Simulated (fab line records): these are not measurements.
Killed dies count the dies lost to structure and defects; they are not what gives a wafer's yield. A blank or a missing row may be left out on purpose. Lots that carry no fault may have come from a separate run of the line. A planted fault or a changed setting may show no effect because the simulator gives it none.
Which tool was responsible? ; flow n5_finfet ; 12 lots with 35 wafers sampled at 4 steps, on a route of 1938 steps

== WHAT THE GAUGES READ, wafer by wafer ==
N5_BEOL_M9_CD_MEAS_11 targets a cd of 64.1 nm.
lot;measured;on;cd_nm (nm)
L129;day 9 09:30;cd_sem-02;64.6 63.9 63.8
L128;day 9 09:45;cd_sem-02;63.8 64.0 64.2
L130;day 10 02:37;cd_sem-01;63.5 63.8 63.6
L134;day 10 20:46;cd_sem-02;63.2 63.4 63.2
L133;day 11 00:09;cd_sem-03;64.1 63.2 63.5
L135;day 11 05:54;cd_sem-01;65.0 64.9 64.5
L137;day 11 20:45;cd_sem-03;62.5 63.8
L138;day 12 06:07;cd_sem-02;64.5 63.3 63.6
L139;day 12 09:44;cd_sem-03;63.3 63.3 64.5
L147;day 14 09:25;cd_sem-02;65.0 64.9 64.4
L150;day 15 03:05;cd_sem-02;63.1 64.2 63.8
L151;day 15 04:29;cd_sem-01;63.1 63.6 63.8

N5_BEOL_M9_INSPECT_30: inspects for defects (brightfield).
lot;measured;on;raw_defect_count
L129;day 9 11:44;defect_inspect-01;648 540 437
L128;day 9 12:00;defect_inspect-02;550 336 366
L130;day 10 03:34;defect_inspect-02;523 463 386
L134;day 10 22:59;defect_inspect-02;584 439 373
L133;day 11 01:23;defect_inspect-01;593 592 519
L135;day 11 08:04;defect_inspect-01;410 462 566
L137;day 11 22:40;defect_inspect-02;453 322
L138;day 12 07:04;defect_inspect-02;347 323 402
L139;day 12 11:37;defect_inspect-02;395 551 407
L147;day 14 11:53;defect_inspect-01;391 340 494
L150;day 15 04:22;defect_inspect-02;478 535 388
L151;day 15 05:40;defect_inspect-01;545 422 383

== EACH LOT AND THE TOOL THAT RAN IT (in order: tool; ch and the chambers of the sampled wafers; start) ==
lot;N5_BEOL_M9_STRIP_19;N5_BEOL_M9_COAT_22
L129;rie_diel-01 ch 1,2, day 9 10:07;litho_track-03 ch 0, day 9 11:23
L128;rie_diel-03 ch 2,3, day 9 10:22;litho_track-04 ch 0, day 9 11:32
L130;rie_diel-01 ch 2,3, day 10 03:05;litho_track-01 ch 0, day 10 03:13
L134;rie_diel-01 ch 1,2,3, day 10 21:16;litho_track-04 ch 0, day 10 22:38
L133;rie_diel-01 ch 1,2, day 11 00:42;litho_track-04 ch 0, day 11 01:02
L135;rie_diel-04 ch 0,1, day 11 06:29;litho_track-01 ch 0, day 11 07:43
L137;rie_diel-01 ch 2,3, day 11 21:19;litho_track-01 ch 0, day 11 22:09
L138;rie_diel-03 ch 0,3, day 12 06:36;litho_track-03 ch 0, day 12 06:43
L139;rie_diel-01 ch 0,2,3, day 12 10:13;litho_track-01 ch 0, day 12 11:16
L147;rie_diel-03 ch 0,1, day 14 09:53;litho_track-03 ch 0, day 14 11:32
L150;rie_diel-01 ch 0,1, day 15 03:34;litho_track-03 ch 0, day 15 04:00
L151;rie_diel-01 ch 0,3, day 15 04:59;litho_track-03 ch 0, day 15 05:19
- N5_BEOL_M9_STRIP_19: strips in O2.
- N5_BEOL_M9_COAT_22: resist thk 30 nm.

== AS READ BY THE TOOLS THEMSELVES (means over the sampled wafers that have a number; for cases with no such wafer, the mark the record gives instead) ==
N5_BEOL_M9_STRIP_19.
lot;tool;drypump_motor_current_A (A);o2_flow_sccm (sccm);oes_product_au (a.u.);rf_vpp_V (V);showerhead_plenum_p_Torr (Torr);temp_c (C);throttle_valve_pct (%)
L129;rie_diel-01;6.2;225.2;0.78;3.5;2.11;39.96;16.68
L128;rie_diel-03;5.3;225.3;0.74;3.5;2.13;40.00;16.98
L130;rie_diel-01;6.0;225.9;0.72;3.7;2.05;39.98;16.82
L134;rie_diel-01;6.0;224.7;0.76;3.6;2.08;40.08;16.65
L133;rie_diel-01;6.1;225.4;0.82;3.1;2.11;40.04;16.46
L135;rie_diel-04;5.6;224.7;0.84;4.0;2.03;40.19;16.59
L137;rie_diel-01;6.0;225.6;0.71;3.5;2.05;39.92;16.87
L138;rie_diel-03;5.5;224.8;0.71;3.8;2.18;39.89;17.00
L139;rie_diel-01;5.8;225.3;0.78;3.9;2.09;39.95;16.83
L147;rie_diel-03;5.7;225.6;0.70;3.5;2.12;39.95;16.99
L150;rie_diel-01;5.5;225.3;0.87;3.6;2.13;40.03;16.62
L151;rie_diel-01;5.6;225.6;0.76;2.9;2.06;40.10;16.83

N5_BEOL_M9_COAT_22.
lot;tool;dispense_pressure_kPa (kPa);spin_speed_rpm (rpm)
L129;litho_track-03;48.0;1500.0
L128;litho_track-04;51.1;1499.2
L130;litho_track-01;51.0;1501.2
L134;litho_track-04;51.1;1498.7
L133;litho_track-04;51.2;1500.3
L135;litho_track-01;51.0;1499.7
L137;litho_track-01;51.0;1497.8
L138;litho_track-03;47.9;1500.2
L139;litho_track-01;50.9;1500.3
L147;litho_track-03;47.9;1500.3
L150;litho_track-03;47.8;1465.4
L151;litho_track-03;47.9;1464.9

== THE ANSWER, worked out from the rows above alone ==
Rule: what is usual is taken from the lots themselves. Put in order of their means at a reading, lots are off if they are a third of the lots or fewer, leave a main group of 4 or more, and stand apart from it by a gap of 3 or more times the standard deviation of the main group's means; of several such gaps the widest counts. The tables above print the reading to a certain number of digits; a main group whose means all agree to those digits is not used. A lot without any number at a reading at which 4 lots or more have one is off too. Any other lot the step has rows for is counted as sound. The gauges are gone through in route order, then the tools' own readings, and for those a lot's mean is taken as printed above. At the first step where some lot is off, the reading lying furthest off is the one used; lots without a number count as furthest.
Off, at N5_BEOL_M9_COAT_22 on spin_speed_rpm: L150, L151. For the main group the mean is 1499.8 rpm and the standard deviation 0.92.
If a tool, at that step or one of the process steps before it, ran each lot that is off and ran no sound lot following the first of them, it fits. 2 tools fit, rie_diel-01 at N5_BEOL_M9_STRIP_19 and litho_track-03 at N5_BEOL_M9_COAT_22, so this cannot tell which one it is.

== WHAT HAD BEEN PUT IN BY THE SIMULATOR ==
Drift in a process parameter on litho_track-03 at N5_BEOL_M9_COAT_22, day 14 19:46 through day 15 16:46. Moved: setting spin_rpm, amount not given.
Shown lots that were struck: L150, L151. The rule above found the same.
